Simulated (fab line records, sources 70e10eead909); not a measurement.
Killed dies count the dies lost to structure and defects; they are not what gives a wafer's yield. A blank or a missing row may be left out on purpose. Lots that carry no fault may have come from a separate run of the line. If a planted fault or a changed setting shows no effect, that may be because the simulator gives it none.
A lot that was struck, set against a sound lot || flow nand-harc || 14 steps out of a route of 1159
Sound: these wafers, L316.2, L316.3, L316.6. Struck: wafer L331.2; the same lot's L331.5 was not struck, so it is left out; see the end for the cause.
Each step with rows lists, per side, the tool, then ch with its chambers, then its first start. Under that, the readings that differ: sound wafers || struck wafers || difference of the means || sigmas: that difference in standard deviations of wafers without a fault.
alike: words and numbers the same on both sides, and readings whose means are apart by under 2 such deviations; not compared: readings that were withheld, readings missing a value for some wafer, numbers with overlapping values and no deviation given by the record, and bounds like >300 which may hide the same value.
The two part at a step that has a row with sigmas, a row that says differs or no value, or rows on one side only. Numbers that have no deviation but don't overlap get no sigmas and don't part them. A reading that every wafer of one side lacks parts them only if that side has two wafers or more.

NHARC_A_WL_FILL_CVD_03: deposits W, target thk 40 nm, time 3302 s.
  sound on cvd-w-01 ch 0,1, day 16 04:51; struck on cvd-w-02 ch 1, day 20 12:04
  alike: heater-power-w, throttle-valve-pct
then, 1 step without rows for these wafers: NHARC_A_WL_FILL_ETCHBACK_04 (etches the open film in NF3, target depth 60 nm, time 120 s).
NHARC_A_WL_FILL_ETCHBACK_05: etches the open film in Cl2/BCl3, target depth 22 nm, time 60 s.
  sound on rie-metal-03 ch 0,1, day 16 08:25; struck on rie-metal-01 ch 0, day 20 15:10
{"reading": "drypump-motor-current-A (A)", "sound": "6.08 5.81 6.11", "struck": 5.17, "difference": -0.83, "sigmas": -3}
  alike: oes-product-au, run-length-s, temp-c
  not compared: rf-hours-counter-h
NHARC_A_WL_FILL_STRIP_27: strips in N2/H2, time 20 s.
  sound on plasma-asher-02 ch 0,1, day 16 10:14; struck on plasma-asher-01 ch 1, day 20 15:19
  alike: drypump-motor-current-A, heater-power-w, temp-c
  not compared: rf-hours-counter-h
then, 4 steps without rows for these wafers: NHARC_A_WL_FILL_STRIP_28 (strips in post etch residue remover, time 1200 s); NHARC_A_WL_FILL_PRECLEAN_06 (cleans in DIW, time 300 s); NHARC_A_WL_FILL_SRD_07; NHARC_A_WL_FILL_ANNEAL_08 (time 1800 s).
NHARC_A_WL_FILL_ALD_10: deposits SiO2, target thk 50 nm, pulse time 10 s, ald cycles 500.
  sound on ald-hk-03 ch 0,2, day 16 14:33; struck on ald-hk-01 ch 2, day 20 18:13
  alike: heater-power-w, precursor-pulse-height-rel
NHARC_A_WL_FILL_ETCHBACK_16: etches the open film in C4F8/O2/Ar, target depth 88 nm, time 17.6 s.
  sound: rie-diel-08 ch 0,2,3; struck: rie-diel-01 ch 3
  alike: oes-product-au, rf-vpp-V, run-length-s
  not compared: rf-hours-counter-h
then, 1 step without rows for these wafers: NHARC_A_WL_FILL_STRIP_29 (strips in O2, time 20 s).
NHARC_A_WL_FILL_ETCHBACK_17: etches the open film in Cl2/BCl3, target depth 4 nm, time 26.7 s.
  sound on rie-metal-03 ch 0,1, day 16 18:49; struck on rie-metal-03 ch 0, day 20 22:31
{"reading": "run-length-s (s)", "sound": "48.1 47.9 48.1", "struck": 44.8, "difference": -3.2, "sigmas": -7}
  alike: drypump-motor-current-A, oes-product-au
  not compared: rf-hours-counter-h
then, 1 step without rows for these wafers: NHARC_A_WL_FILL_PRECLEAN_18 (cleans in dHF, time 30 s).
-- record jumps: 4 days between struck wafers' starts before vs after; left off in module A_WL_FILL, resumes in module END, first step shown is number 1159 of the route --
NHARC_END_SORT_01:
  sound on prober-02 ch 0, day 20 17:23; struck on prober-01 ch 0, day 24 12:19
{"reading": "killed-at-array", "sound": "14 16 17", "struck": 41, "difference": "+25", "sigmas": "+2"}
{"reading": "killed-dies", "sound": "20 18 21", "struck": 48, "difference": "+28", "sigmas": "+2"}
  alike: killed-at-other, killed-at-periphery, killed-open, killed-short

## WHERE THEY PART
Earliest at NHARC_A_WL_FILL_ETCHBACK_05; latest, in this record, at NHARC_END_SORT_01.

WHY: what the simulator had put in
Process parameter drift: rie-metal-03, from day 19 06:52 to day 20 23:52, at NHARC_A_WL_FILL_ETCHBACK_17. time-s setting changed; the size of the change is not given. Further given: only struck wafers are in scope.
